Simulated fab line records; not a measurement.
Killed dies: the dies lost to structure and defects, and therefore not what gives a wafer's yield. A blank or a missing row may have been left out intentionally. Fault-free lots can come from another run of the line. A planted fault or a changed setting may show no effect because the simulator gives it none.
fab line records    flow n5-finfet
[record] lots = 4  wafers = 12  last-day = 17
route steps=1938 shown MOL_CONTACT_COAG@612 BEOL_M0_SAQP@632 PASSIVATION@1936
lots that met no fault: from a run of the same line without faults
start-h: start of the lot's first displayed wafer, in hours after the record's first day    wait-h: time in hours since the lot's previous step    " as in the row above    L1.1+2: several wafers, shown together as one row    - no value, or no start given    * or withheld: withheld    < > ~ a bound
route shown NAME@n: a module of which the file shows steps, and the number in the route of the first    usual: average and standard deviation across the fault-free wafers    same: alike in all rows    chamber/n: place in a boat    sites: readings site by site    _std_site: standard deviation of those values    _edge_site: inner sites' mean taken away from outer sites' mean    radius-mm: how far each site lies from the wafer's centre    mask NAME#n: copy n    behind: tool/chamber where the wafer was last shaped    hold: the reason the lot was held/the length of the hold in hours/how it ended    device: names the non-switching transistor (n, p or np)    end of line: at the end of the route, the tests of the same wafers    for a step that has no rows: nothing shown but its recipe    killed: not the wafer's yield, but the dies lost to structure and defects at the first sort    map: shows each die of a wafer: x if killed, . if not, _ if none is there
set.NAME: the setting that was run; set.NAME@STEP: the one run at that earlier step    model.NAME: the simulator's own value behind a step, which no gauge read
lots at selected steps of the route; one table per step, one row per wafer
services: from which hour (start-h, from the record's first day; less than 0 if before it) a tool's chamber was out of use, for how many hours, and why
[[steps]]
[step N5_MOL_CONTACT_COAG_STRIP_69]
[recipe] chemistry = N2/H2  temp-c = 40  n2-flow-sccm = 200  h2-flow-sccm = 200  rf-frequency-hz = 6e+07
[step N5_MOL_CONTACT_COAG_ETCHBACK_136]
[recipe] chemistry = CHF3  target = SiO2  target-depth-a = 250  time-s = 16.7  ion-energy-ev = 200  pressure-mtorr = 30  source-w = 610  bias-w = 170  Ar_flow_sccm = 200  CHF3_flow_sccm = 50
[step N5_MOL_CONTACT_COAG_STRIP_120]
[recipe] chemistry = CHF3  resist = SiARC  rf-frequency-hz = 6e+07
[step N5_MOL_CONTACT_COAG_VIA_ETCH_117]
[recipe] chemistry = C4F6/O2  target-depth-a = 400  overetch-a = 80  mask-material = SOC  target = SiO2  bias-w = 455  pressure-mtorr = 10  time-s = 26  source-w = 325  Ar_flow_sccm = 300  C4F6_flow_sccm = 10  O2_flow_sccm = 10  ion-energy-ev = 575.3  ends = end-point
[step N5_MOL_CONTACT_COAG_ETCH_124]
[recipe] chemistry = CH3F/O2  target = SiNx  target-depth-a = 65  mask-material = SOC  stop-on = SiOC  over-etch-frac = 0.3  ion-energy-ev = 120  pressure-mtorr = 30  source-w = 395  bias-w = 73  Ar_flow_sccm = 150  CH3F_flow_sccm = 30  O2_flow_sccm = 20  ends = end-point
[step N5_MOL_CONTACT_COAG_ETCH_48]
[recipe] chemistry = C4F6/O2  target-depth-a = 150  overetch-a = 45  mask-material = SOC  target = SiOC  bias-w = 465  pressure-mtorr = 10  time-s = 17  source-w = 335  Ar_flow_sccm = 300  C4F6_flow_sccm = 10  O2_flow_sccm = 10  ion-energy-ev = 576
[step N5_MOL_CONTACT_COAG_STRIP_72]
[recipe] chemistry = N2/H2  power-w = 450  temp-c = 40  pressure-mtorr = 20  rf-frequency-hz = 6e+07  overash-fraction = 3  bias-power-w = 7  h2-frac = 0.5  n2-flow-sccm = 200  h2-flow-sccm = 200
[step N5_MOL_CONTACT_COAG_STRIP_49]
[recipe] chemistry = N2/H2  time-s = 30  power-w = 1000  temp-c = 250  pressure-mtorr = withheld  n2-flow-sccm = 1750  h2-flow-sccm = 3250
[step N5_MOL_CONTACT_COAG_PRECLEAN_138]
[recipe] chemistry = alkaline-clean  temp-c = 60  time-s = 60  do-ppb = 50
[step N5_MOL_CONTACT_COAG_SRD_139]
[recipe] dry = ipa-marangoni  time-s = 30  temp-c = 23  rinse-liquid = diw
[step N5_MOL_CONTACT_COAG_PRE_CLEAN_121]
[recipe] gas = H2/He  time-s = *  temp-c = withheld
[step N5_MOL_CONTACT_COAG_CVD_140]
[recipe] material = W  target-thk-a = 665  mode = selective-fill  temp-c = 300  time-s = 215
[usual] heater-power-w = 439/76
lot.wafer  tool      chamber  start-h  wait-h  heater-power-w
L820.3     cvd-w-01  0        132.54   0.1     375
L820.5     "         0        "        "       368
L820.6     "         1        "        "       430
L825.3     cvd-w-01  0        161.10   0.1     372
L825.4     "         1        "        "       427
L825.6     "         0        "        "       360
L838.3     cvd-w-01  1        233.48   0.1     441
L838.4     "         0        "        "       371
L838.5     "         1        "        "       441
L839.2     cvd-w-01  0        238.09   0.1     368
L839.4     "         0        "        "       373
L839.6     "         1        "        "       428
[step N5_MOL_CONTACT_COAG_PRECLEAN_127]
[recipe] chemistry = DIW  time-s = 57.5  temp-c = 23
[step N5_MOL_CONTACT_COAG_SRD_128]
[recipe] dry-time-s = 32  dry = n2-spin  spin-rpm = 1500
[step N5_MOL_CONTACT_COAG_CMP_52]
[recipe] stop-on = SiO2  t-overpolish-s = 1.5  post-cmp-clean = w-dilute-nh4oh  down-force-psi = 4  platen-rpm = 50.289  pad-velocity-m-s = 1.0006  target-thk-nm = 66.5
[step N5_MOL_CONTACT_COAG_ANNEAL_112]
[recipe] temp-c = 400  time-s = 1800  ambient = HPD2  pressure-atm = 10
[step N5_BEOL_M0_SAQP_PECVD_00]
[recipe] material = SiCN  target-thk-a = 80  temp-c = withheld  precursor = 3MS/NH3  pressure-torr = 3  rf-w = 202  time-s = 14
[step N5_BEOL_M0_SAQP_ILD_DEP_01]
[recipe] material = SiOC  target-thk-a = 454.19  temp-c = 350  precursor = DEMS/O2  pressure-torr = 5  rf-w = 500  time-s = 8.7
[step N5_BEOL_M0_SAQP_HM_DEP_02]
[recipe] material = TiN  target-thk-a = 120  temp-c = 25  chamber-pressure-pa = 0.49996
[step N5_BEOL_M0_SAQP_PECVD_03]
[recipe] material = SiCN  target-thk-a = 120  temp-c = withheld  precursor = 3MS/NH3  pressure-torr = 3  rf-w = 202  time-s = 21.1
[step N5_BEOL_M0_SAQP_PECVD_96]
[recipe] material = a-Si  target-thk-a = 450  temp-c = 350  precursor = SiH4/He  pressure-torr = 3  rf-w = 100  time-s = 45.2
[step N5_BEOL_M0_SAQP_PECVD_97]
[recipe] material = SiNx  target-thk-a = 230  temp-c = 350  precursor = SiH4/NH3/N2  pressure-torr = 1.5  rf-w = 300  time-s = 19.9
[step N5_BEOL_M0_SAQP_PECVD_04]
[recipe] material = a-Si  target-thk-a = 600  temp-c = 350  precursor = SiH4/He  pressure-torr = 3  rf-w = 100  time-s = 60.2
[step N5_BEOL_M0_SAQP_HM_DEP_111]
[recipe] material = SiO2  target-thk-a = 120  temp-c = 400  precursor = SiH4/N2O  pressure-torr = 0.75  rf-w = 275  time-s = 7.2
[step N5_BEOL_M0_SAQP_COAT_81]
[recipe] resist = SOC  temp-c = 250  time-s = 60  spin-rpm = 1500  resist-thk-nm = 100
[step N5_BEOL_M0_SAQP_COAT_82]
[recipe] resist = SiARC  temp-c = 220  time-s = 60  spin-rpm = 1500  resist-thk-nm = 30
[step N5_BEOL_M0_SAQP_COAT_08]
[recipe] resist = CAR-ArF  spin-rpm = 1500  resist-thk-nm = 90
[step N5_BEOL_M0_SAQP_EBR_10]
[recipe] solvent = PGMEA  ebr-width-mm = 1.5
[step N5_BEOL_M0_SAQP_SOFTBAKE_09]
[recipe] temp-c = 110  time-s = 60  resist = CAR-ArF
[step N5_BEOL_M0_SAQP_EXPOSE_11]
[recipe] mask-id = M0_CORE  na = 1.35  source-shape = dipole  sigma-inner = 0.538  sigma-outer = 0.738  polarization = te  target-cd-nm = 42  dose-mj = 55
[step N5_BEOL_M0_SAQP_PEB_12]
[recipe] peb-temp-c = withheld  peb-time-s = 60  resist = CAR-ArF
[step N5_BEOL_M0_SAQP_DEVELOP_13]
[recipe] develop-time-s = 30  developer = TMAH  resist = CAR-ArF  dev-temp-c = 23  rinse-liquid = diw  dry = air-spin
[step N5_BEOL_M0_SAQP_DESCUM_19]
[recipe] chemistry = O2  time-s = 7.9  source-power-w = 50  bias-power-w = 20  pressure-mtorr = 20  rf-frequency-hz = 2.712e+07  temp-c = 40  resist = CAR-ArF  o2-flow-sccm = 225
[step N5_BEOL_M0_SAQP_ETCH_83]
[recipe] chemistry = CF4  target = SiARC  target-depth-a = 390  mask-material = CAR-ArF  time-s = 65  ion-energy-ev = 80  pressure-mtorr = 40  source-w = 545  bias-w = 36  Ar_flow_sccm = 100  cf4-flow-sccm = 100  ends = cleared
[step N5_PASSIVATION_PROBE_49]
[usual] defect-limited-yield = 91.5/1.6  killed_at_M0_to_M3 = 33/10  killed_at_M4_up = 13/5.6  killed-at-contacts = 13/6  killed-at-front-end = 39/12  killed-at-other = 3.0/2.8  killed-dies = 101/19  killed-open = 65/13  killed-short = 32/8.3  sort_bin_5_function = 5.0/1  sort_bin_6_memory = 3.1/0.69  sort-n-pass = 1079/19  sort-yield-pct = 91.5/1.6
[same] gross-dies = 1180  killed-at-back-side = 0  sort_bin_4_leakage[%] = 0  sort_bin_8_speed[%] = 0
lot.wafer  tool       chamber  start-h  wait-h  defect-limited-yield[%]  killed_at_M0_to_M3  killed_at_M4_up  killed-at-contacts  killed-at-front-end  killed-at-other  killed-dies  killed-open  killed-short  sort_bin_5_function[%]  sort_bin_6_memory[%]  sort-n-pass  sort-yield-pct[%]
L820.6     prober-02  -        287.10   0.3     80.7                     48                  16               131                 28                   5                228          65           36            11.7                    4.8                   952          80.7
L825.4     prober-02  -        323.76   0.2     79.7                     46                  4                143                 43                   3                239          73           39            13.3                    3.8                   941          79.7
// killed by level:class
L820.6 MOL_CONTACT_COAG:unspecified=125 BEOL_M0_SAQP:geometric-particle:short=13 BEOL_M0_SAQP:geometric-particle:open=13 BEOL_M2:geometric-particle:open=7 BEOL_M1:geometric-particle:open=6 STI_FIN_REVEAL:geometric-particle:open=5 MOL_CONTACT_COAG:geometric-particle:open=5 FIN_SAQP:geometric-particle:short=4
L825.4 MOL_CONTACT_COAG:unspecified=120 MOL_CONTACT_COAG:geometric-particle:open=21 BEOL_M0_SAQP:geometric-particle:open=10 FIN_SAQP:geometric-particle:short=9 BEOL_M3:geometric-particle:open=9 BEOL_M0_SAQP:geometric-particle:short=7 GATE_CUT:geometric-particle:short=6 HKMG_FIN:area-etch=6
// map L820.6 (x killed, . not)
_________________.x.xxxxx.xxx________________
______________..xxxxxxxxxxx.xx.._____________
___________..x.xxxxxxxxxxxxxx......__________
__________......xxxxxxxxxxx...x....._________
________....x..xxxxxxxxxxxxx.........._______
_______x......x.xxxxxxxxxxxxx..........______
______x.......xxxxxxxxxxxxxxx..xx......x_____
_____.x......x.xxxxxxxxxxxx.x.....x......____
____...........xx.xxxxxxxxxx.x......x...x.___
___x....x.......xx.xxxxxxx.x...............__
___.............x..xx.xx...................__
__..................x.............x........._
__...x..................x.x.x..............._
_.x....x.......x..................x..........
_....x....x.x.........................x...x..
_x..............x............................
_.............x.......x.......x...x..........
_..........................................xx
_x.............................x.............
_x...x.......x............x...........x.....x
_......xx......xx......x................x....
__..x.....................x.....x..........x_
__............................xx..........x._
___....xx.x..xx.......x.............x.x...x__
___......x.........x............x.x........__
____........xx.....x...........x......x..x___
_____............x......xx...............____
______.x..................x............._____
_______..........................x....x______
________..................x...x....x.._______
__________.........x................_________
___________....x.....x........x....__________
______________...x..........x..._____________
_________________.......x.xxx________________
// map L825.4 (x killed, . not)
_________________xxxxxxxx....________________
______________...xxxxxxxxxxxx..x_____________
___________......xxxxxxxxxx........__________
__________.....xxxxxxxxxxxxxx.x....._________
________........xxxxxxxxxxxxx....x...._______
_______x.....x.xxxxxxxxxxxxxxx.........______
______..........xxxxxxxxxxxx............_____
_____..........xxxxxxxxxxxxxxx...xx......____
____...x......x...xxxxxxxxxxxx..x.....x...___
___..x..........x.xxxxxxxxx........x.......__
___x...x............x.xxx..x.x.........x...__
__.x......x........xx..xx....x.....xx......._
__...x.x.................x..........x......._
_.............x..............x.........x...x.
_.........x.x.....x..........................
_......................x..............x......
_.........................x.....xx..xx.......
_...x..x...x...............................x.
_.....x......x..x........xx...........x......
_......x.............x............x.x....x..x
_....x.......................................
__.......x.....x..........................x._
__.................x..x.xx....x.xx.........._
___..........x...........xx....x...........__
___x........x................x.........x...__
____.x.................................x.x___
_____......x.x.x.........xx..x....x....x.____
______..x...........x............x......_____
_______..........x.............x.x.....______
________....x........x....xx.........._______
__________x...............x...x....x_________
___________xx...x..x..x...x....x...__________
______________...x.x............_____________
_________________............________________
[[services]]
tool      chamber  start-h  hours  kind
cvd-w-01  0        138.30   4.5    repair
[[key]]
[first-sign] step = N5_PASSIVATION_PROBE_49  reading = killed-at-contacts  direction = up  sigmas = 21  usual = 13  struck = 137
[effect] step = N5_PASSIVATION_PROBE_49  reading = defect-limited-yield  direction = down  sigmas = 7  usual = 91.5  struck = 80.2
[more-kills-born-at] N5_MOL_CONTACT_COAG_CVD_140@cvd-w-01 = 245
met-at N5_MOL_CONTACT_COAG_CVD_140
struck-wafers L820.6,L825.4
[baseline-loss] step = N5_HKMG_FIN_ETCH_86  wafers = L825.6
[fault] kind = chamber-particle-source  tool = cvd-w-01  chamber = 1  onset-h = 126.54  steps = N5_MOL_CONTACT_COAG_CVD_140  rate-per-visit-cm2 = 1.1031  end-h = 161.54
// baseline-loss: these wafers lose ten dies or more at that step, a loss of the line's own and not of a fault; the sort's usual values leave them out
